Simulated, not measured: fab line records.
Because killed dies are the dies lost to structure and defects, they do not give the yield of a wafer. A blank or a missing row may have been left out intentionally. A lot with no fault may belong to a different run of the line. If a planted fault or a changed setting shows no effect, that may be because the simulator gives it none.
Chamber matching / flow n5_finfet / 4 sister chambers for N5_HKMG_FIN_ETCH_86 on rie_diel-03
The step etches SOC in N2/H2, stops on TiN, target depth 393.2 nm. 16 wafers are shown with their chamber, then 8 later ones without.

## EACH WAFER AND ITS CHAMBER
wafer=L076.1; chamber=2; showerhead_plenum_p_Torr (Torr)=2.53; throttle_valve_pct (%)=17.51; oes_product_au (a.u.)=0.79
wafer=L076.3; chamber=1; showerhead_plenum_p_Torr (Torr)=2.57; throttle_valve_pct (%)=17.58; oes_product_au (a.u.)=0.78
wafer=L076.4; chamber=0; showerhead_plenum_p_Torr (Torr)=2.67; throttle_valve_pct (%)=17.39; oes_product_au (a.u.)=0.83
wafer=L080.1; chamber=0; showerhead_plenum_p_Torr (Torr)=2.67; throttle_valve_pct (%)=17.41; oes_product_au (a.u.)=0.82
wafer=L080.2; chamber=3; showerhead_plenum_p_Torr (Torr)=2.62; throttle_valve_pct (%)=17.85; oes_product_au (a.u.)=0.68
wafer=L080.4; chamber=1; showerhead_plenum_p_Torr (Torr)=2.57; throttle_valve_pct (%)=17.61; oes_product_au (a.u.)=0.79
wafer=L081.1; chamber=2; showerhead_plenum_p_Torr (Torr)=2.53; throttle_valve_pct (%)=17.53; oes_product_au (a.u.)=0.77
wafer=L081.2; chamber=0; showerhead_plenum_p_Torr (Torr)=2.67; throttle_valve_pct (%)=17.41; oes_product_au (a.u.)=0.81
wafer=L081.3; chamber=1; showerhead_plenum_p_Torr (Torr)=2.56; throttle_valve_pct (%)=17.61; oes_product_au (a.u.)=0.78
wafer=L081.4; chamber=3; showerhead_plenum_p_Torr (Torr)=2.62; throttle_valve_pct (%)=17.86; oes_product_au (a.u.)=0.67
wafer=L081.5; chamber=2; showerhead_plenum_p_Torr (Torr)=2.53; throttle_valve_pct (%)=17.52; oes_product_au (a.u.)=0.77
wafer=L081.6; chamber=3; showerhead_plenum_p_Torr (Torr)=2.62; throttle_valve_pct (%)=17.86; oes_product_au (a.u.)=0.68
wafer=L084.1; chamber=1; showerhead_plenum_p_Torr (Torr)=2.56; throttle_valve_pct (%)=17.62; oes_product_au (a.u.)=0.78
wafer=L084.3; chamber=3; showerhead_plenum_p_Torr (Torr)=2.62; throttle_valve_pct (%)=17.88; oes_product_au (a.u.)=0.67
wafer=L084.6; chamber=1; showerhead_plenum_p_Torr (Torr)=2.56; throttle_valve_pct (%)=17.61; oes_product_au (a.u.)=0.77
wafer=L085.1; chamber=0; showerhead_plenum_p_Torr (Torr)=2.66; throttle_valve_pct (%)=17.44; oes_product_au (a.u.)=0.81

SIGNATURES, as means of the wafers listed above
reading=showerhead_plenum_p_Torr; chamber 0=2.6675; chamber 1=2.5640; chamber 2=2.5300; chamber 3=2.6200; scatter within a chamber=0.00403
reading=throttle_valve_pct; chamber 0=17.4125; chamber 1=17.6060; chamber 2=17.5200; chamber 3=17.8625; scatter within a chamber=0.0155
reading=oes_product_au; chamber 0=0.8175; chamber 1=0.7800; chamber 2=0.7767; chamber 3=0.6750; scatter within a chamber=0.00837
Rule: a wafer's distance from a chamber is the root of the sum, over the readings, of the square of ((its reading less the chamber's mean) divided by the reading's scatter). If the next closest chamber is less than 2 further off than the closest, the wafer can't be placed; otherwise it belongs to the closest. The scatter is the square root of a quotient: the sum, over the shown wafers, of each reading's squared deviation from its chamber's mean, divided by wafers minus chambers.

## WAFERS WITH NO CHAMBER GIVEN
wafer=L085.2; showerhead_plenum_p_Torr (Torr)=2.61; throttle_valve_pct (%)=17.86; oes_product_au (a.u.)=0.67
wafer=L085.3; showerhead_plenum_p_Torr (Torr)=2.53; throttle_valve_pct (%)=17.53; oes_product_au (a.u.)=0.77
wafer=L085.4; showerhead_plenum_p_Torr (Torr)=2.56; throttle_valve_pct (%)=17.63; oes_product_au (a.u.)=0.76
wafer=L085.5; showerhead_plenum_p_Torr (Torr)=2.66; throttle_valve_pct (%)=17.44; oes_product_au (a.u.)=0.81
wafer=L085.6; showerhead_plenum_p_Torr (Torr)=2.56; throttle_valve_pct (%)=17.62; oes_product_au (a.u.)=0.77
wafer=L090.1; showerhead_plenum_p_Torr (Torr)=2.61; throttle_valve_pct (%)=17.87; oes_product_au (a.u.)=0.66
wafer=L090.3; showerhead_plenum_p_Torr (Torr)=2.56; throttle_valve_pct (%)=17.64; oes_product_au (a.u.)=0.76
wafer=L090.5; showerhead_plenum_p_Torr (Torr)=2.61; throttle_valve_pct (%)=17.90; oes_product_au (a.u.)=0.67

## EACH ONE'S CHAMBER
wafer=L085.2; from the rows above=3; in truth=3
wafer=L085.3; from the rows above=2; in truth=2
wafer=L085.4; from the rows above=1; in truth=1
wafer=L085.5; from the rows above=0; in truth=0
wafer=L085.6; from the rows above=1; in truth=1
wafer=L090.1; from the rows above=3; in truth=3
wafer=L090.3; from the rows above=1; in truth=1
wafer=L090.5; from the rows above=3; in truth=3
Correct placement for 8 of the 8. Can't be placed from these rows: 0. Placed wrongly: 0.
